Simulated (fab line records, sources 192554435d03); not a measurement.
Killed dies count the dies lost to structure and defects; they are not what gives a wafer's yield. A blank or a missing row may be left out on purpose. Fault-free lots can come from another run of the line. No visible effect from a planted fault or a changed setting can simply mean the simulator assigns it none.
Problem report, 8D (eight disciplines) form, completed by code || flow n5Finfet || the parts of the form that need people (team, actions taken, sign-off) are left out

== 1. PROBLEM STATEMENT ==
Mean of etchRfOnTimeS at N5_BEOL_M4_ETCH_63: 42.9 s across 3 wafers in 3 lots; on wafers with no fault it is 25.9 s (standard deviation 0.31). That puts it +55 standard deviations away from the usual mean.
The step: etches SiARC in CF4, target depth 15.6 nm, time 26 s.
Seen first at day 8 15:31 on rieDiel-05, wafer L525.1. Wafers with a number at this step in the record: 29, from 10 lots. Rule for "out" (also "out of limits"): further than 4 standard deviations from the usual mean. The rest of the wafers with a number are treated as sound.

== 2. WHAT THIS IS AND IS NOT ==
{"question": "which readings at this step", "is": "etchRfOnTimeS", "is not": "drypumpMotorCurrentA, rfVppV, showerheadPlenumPTorr, throttleValvePct"}
{"question": "which lots", "is": "L525, L527, L529", "is not": "L522, L523, L524, L535, L539, L541, L543"}
{"question": "which wafers of those lots", "is": "L525.1, L527.3, L529.1", "is not": "L525.4, L525.5, L527.4, L527.5, L529.2"}
{"question": "read on which tools", "is": "rieDiel-05", "is not": "rieDiel-04, rieDiel-06"}
{"question": "when", "is": "from day 8 15:31", "is not": "up to then (11 sound wafers); but 15 sound wafers of L527, L529, L535, L539, L541, L543 came after"}

== 3. THE SUSPECTS, EACH WITH WHAT RULES IT OUT ==
Counting: if a tool at a process step up to the reading ran every lot that is out, it stays a suspect. Sound lots after the first of them don't rule it out here, since some wafers of a struck lot are sound.
- rieDiel-05 at N5_BEOL_M4_ETCH_63 (etches SiARC in CF4, target depth 15.6 nm, time 26 s): kept. Ran every lot that is out, first one L525 (day 8 15:31); last sound lot up to then L523 (day 8 07:46). On those wafers its own readings are out: etchRfOnTimeS.
Left after counting: rieDiel-05 at N5_BEOL_M4_ETCH_63.

== 4. THE CAUSE (what the simulator had put in) ==
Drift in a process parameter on rieDiel-05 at N5_BEOL_M4_ETCH_63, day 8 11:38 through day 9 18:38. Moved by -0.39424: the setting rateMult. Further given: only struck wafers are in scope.
After counting, this tool was the only one left.

== 5. THE CHAIN OF EFFECTS, in route order ==
Rows list readings where the struck wafers' mean (over those with a number) sits beyond 3 standard deviations from the usual. Readings are gone through only where the record gives a usual standard deviation; hours: the median, over the lots, of the time from a lot's start at the first step in this table giving one to that lot's start at this step; sigmas: the change measured in usual standard deviations.
{"hours": 0, "step": "N5_BEOL_M4_ETCH_63", "reading": "etchRfOnTimeS", "usual": "25.9 s", "on struck wafers": 42.9, "change": "+17.0", "sigmas": "+55"}
Its process steps:
- N5_BEOL_M4_ETCH_63: etches SiARC in CF4, target depth 15.6 nm, time 26 s.
Later steps that measure or inspect, where all struck wafers having a row at the step show a number for every such reading and not one has moved that far: N5_BEOL_M4_RC_MEAS_101.

== 6. HOW IT WOULD HAVE BEEN CAUGHT EARLIER ==
In this record the first reading out of limits was taken at day 8 15:31, 4 hours after the fault began at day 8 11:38.
